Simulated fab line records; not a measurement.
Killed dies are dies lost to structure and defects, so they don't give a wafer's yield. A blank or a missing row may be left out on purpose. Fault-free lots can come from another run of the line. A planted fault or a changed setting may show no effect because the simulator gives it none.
Struck lot and sound lot, side by side ; flow nand-harc ; 21 steps out of a route of 1159
Sound: the wafers L390.4, L390.5, L390.6. Wafers struck: L398.2, L398.3, L398.6. The cause is named last.
For every step that has rows: the tool of each side, followed by ch and its chambers, followed by its first start. Under that, the readings that differ: sound wafers ; struck wafers ; difference of the means ; sigmas: that difference in standard deviations of wafers without a fault.
alike: words and numbers the same on both sides, and readings whose means are apart by under 2 such deviations; not compared: readings that were withheld, readings missing a value for some wafer, numbers with overlapping values and no deviation given by the record, and bounds like >300 which may hide the same value.
The two part at a step that has a row with sigmas, a row that says differs or no value, or rows on one side only. Numbers that have no deviation but don't overlap get no sigmas and don't part them. A reading that every wafer of one side lacks parts them only if that side has two wafers or more.

first, 1 step without rows for these wafers: NHARC_A_BLC_SRD_27.
NHARC_A_BLC_INSPECT_28:
  sound on defect-inspect-01 at day 17 14:40; struck on defect-inspect-02 at day 19 16:08
  alike: raw-defect-count
then, 9 steps without rows for these wafers: NHARC_A_M0_DEP_00 (deposits SiOC, target thk 150 nm); NHARC_A_M0_DEHYDRATE_01 (time 120 s); NHARC_A_M0_HMDS_02 (time 30 s); NHARC_A_M0_COAT_33 (time 65 s); NHARC_A_M0_COAT_03 (resist thk 90 nm); NHARC_A_M0_SOFTBAKE_04 (time 55 s); NHARC_A_M0_EBR_05; NHARC_A_M0_EXPOSE_06 (exposes mask A M0, target cd 80 nm); NHARC_A_M0_PEB_07 (peb time 65 s).
NHARC_A_M0_DEVELOP_08: develop time 35 s.
  sound on litho-track-04 ch 0, day 17 15:00; struck on litho-track-06 ch 0, day 19 17:00
NHARC_A_M0_CD_MEAS_09: target cd 80 nm.
  sound on cd-sem-03 ch 0, day 17 15:35; struck on cd-sem-01 ch 0, day 19 17:08
reading;sound;struck;difference;sigmas
cd-nm (nm);79.9 79.9 79.5;78.2 78.2 78.4;-1.5;-2
NHARC_A_M0_OVL_MEAS_10: pitch 160 nm.
  sound on overlay-02 at day 17 15:40; struck on overlay-01 at day 19 17:14
reading;sound;struck;difference;sigmas
overlay-y-nm (nm);1.4 2.0 1.7;0.0 -0.8 -0.5;-2.1;-3
  alike: overlay-x-nm
NHARC_A_M0_INSPECT_11:
  sound on defect-inspect-02 at day 17 15:42; struck on defect-inspect-01 at day 19 17:16
  alike: raw-defect-count
NHARC_A_M0_DESCUM_14: chemistry O2, time 3 s.
  sound on rie-diel-05 ch 1,2, day 17 15:46; struck on rie-diel-01 ch 0,3, day 19 17:19
reading;sound;struck;difference;sigmas
model.A_M0.cd-nm (nm);80.6 81.07 79.57;78.42 77.57 77.66;-2.53;
  alike: drypump-motor-current-A, oes-product-au, rf-vpp-V, showerhead-plenum-p-Torr, throttle-valve-pct
  not compared: rf-hours-counter-h
NHARC_A_M0_ETCH_34: etches the open film in N2/H2, target depth 40 nm, overetch 12 nm, time 43.94 s.
  sound on rie-diel-05 ch 0,1,3, day 17 15:51; struck on rie-diel-01 ch 2,3, day 19 17:25
reading;sound;struck;difference;sigmas
rf-vpp-V (V);432.4 433.1 432.9;427.8 428.3 428.3;-4.7;-2
  alike: drypump-motor-current-A, oes-product-au, showerhead-plenum-p-Torr, throttle-valve-pct
  not compared: rf-hours-counter-h
NHARC_A_M0_ETCH_15: etches the open film in C4F8/Ar, target depth 150 nm, overetch 15 nm, time 82.5 s.
  sound: rie-diel-05 ch 1,2; struck: rie-diel-01 ch 0,1
reading;sound;struck;difference;sigmas
model.A_M0.cd-nm (nm);80.23 81.39 79;78.13 77.43 77.26;-2.60;
  alike: oes-product-au, rf-vpp-V
  not compared: rf-hours-counter-h
NHARC_A_M0_CD_MEAS_16:
  sound on cd-sem-01 at day 17 16:04; struck on cd-sem-01 at day 19 17:38
reading;sound;struck;difference;sigmas
cd-nm (nm);80.3 81.2 79.0;78.0 77.6 77.2;-2.6;-3
NHARC_A_M0_STRIP_18: strips in N2/H2.
  sound on rie-diel-12 ch 2,3, day 17 16:10; struck on rie-diel-12 ch 0,1,2, day 19 17:42
  alike: drypump-motor-current-A, oes-product-au, rf-vpp-V, showerhead-plenum-p-Torr, throttle-valve-pct
  not compared: rf-hours-counter-h
then, 1 step without rows for these wafers: NHARC_END_SORT_01.

WHERE THEY PART
First at NHARC_A_M0_CD_MEAS_09; last, within this record, at NHARC_A_M0_CD_MEAS_16. Later steps at which nothing parts them and some readings are alike: NHARC_A_M0_STRIP_18.

WHY: whatever the simulator had introduced
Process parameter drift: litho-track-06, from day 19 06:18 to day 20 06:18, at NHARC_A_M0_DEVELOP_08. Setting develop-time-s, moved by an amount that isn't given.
